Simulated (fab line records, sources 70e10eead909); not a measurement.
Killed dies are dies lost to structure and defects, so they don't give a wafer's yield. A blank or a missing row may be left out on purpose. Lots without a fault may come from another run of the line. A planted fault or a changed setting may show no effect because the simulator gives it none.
One fault seen from 2 desks | flow nand_harc | each desk has only its own numbers; what lay behind them comes last

THE DEFECT DESK
What the inspections along the route counted, lot by lot: means of the sampled wafers that have a number. A lot is out of limits, marked OUT, if its mean lies more than 4 standard deviations from the usual mean; the brackets give that distance.
Columns: A = raw_defect_count at NHARC_P_CONTACT_INSPECT_14, usual 4.1; B = raw_defect_count at NHARC_P_CONTACT_INSPECT_27, usual 302
lot  | first seen here | A   | B
L317 | day 6 01:26     | 7.0 | 216
L318 | day 6 11:08     | 6.0 | 280
L319 | day 7 00:56     | 4.3 | 406
L322 | day 8 00:36     | 3.0 | 255
L323 | day 8 18:52     | 4.0 | 227
L324 | day 9 08:57     | 2.3 | 373
L325 | day 9 11:35     | 7.7 | 247
L326 | day 9 23:31     | 5.3 | 265
L327 | day 10 08:00    | 2.7 | 297
L328 | day 10 14:36    | 3.0 | 304
L336 | day 13 16:16    | 5.3 | 353
L337 | day 14 01:26    | 7.0 | 347
L338 | day 15 01:56    | 2.7 | 411
This desk's finding: nothing out of limits on any of the 13 lots.

THE TOOL OWNER'S DESK: litho_track-04
The tool's own readings at NHARC_P_M1_SOFTBAKE_04 (time 55 s): means of the sampled wafers that have a number, for each lot that ran on this tool. A lot is out of limits, marked OUT, if its mean lies more than 4 standard deviations from the usual mean; the brackets give that distance.
Columns: A = heater_power_total_W at NHARC_P_M1_SOFTBAKE_04, usual 188.45 W
lot  | first seen here | A
L318 | day 6 18:00     | 188.45
L319 | day 7 08:00     | 188.54
L325 | day 9 19:00     | 188.37
L336 | day 13 23:00    | 183.13 (-38) OUT
L337 | day 14 09:00    | 183.00 (-39) OUT
This desk's finding: out of limits on L336, L337; first on L336, day 13 23:00 (heater_power_total_W at NHARC_P_M1_SOFTBAKE_04). In limits: L318, L319, L325.

PUT TOGETHER
The tool owner's desk could have raised an alarm at day 13 23:00, on L336, L337.
The defect desk saw nothing out of limits.
The defect desk has L336, L337 on record, within its limits.
Of the lots named, all ran NHARC_P_M1_SOFTBAKE_04 on litho_track-04.

WHAT THE SIMULATOR HAD PUT IN
Process parameter drift: litho_track-04, from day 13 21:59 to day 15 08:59, at NHARC_P_M1_SOFTBAKE_04. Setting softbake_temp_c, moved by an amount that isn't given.
Lots struck among those shown: L336, L337.
Hours from the fault's start to each desk's first reading out of limits: the tool owner's desk, 1.
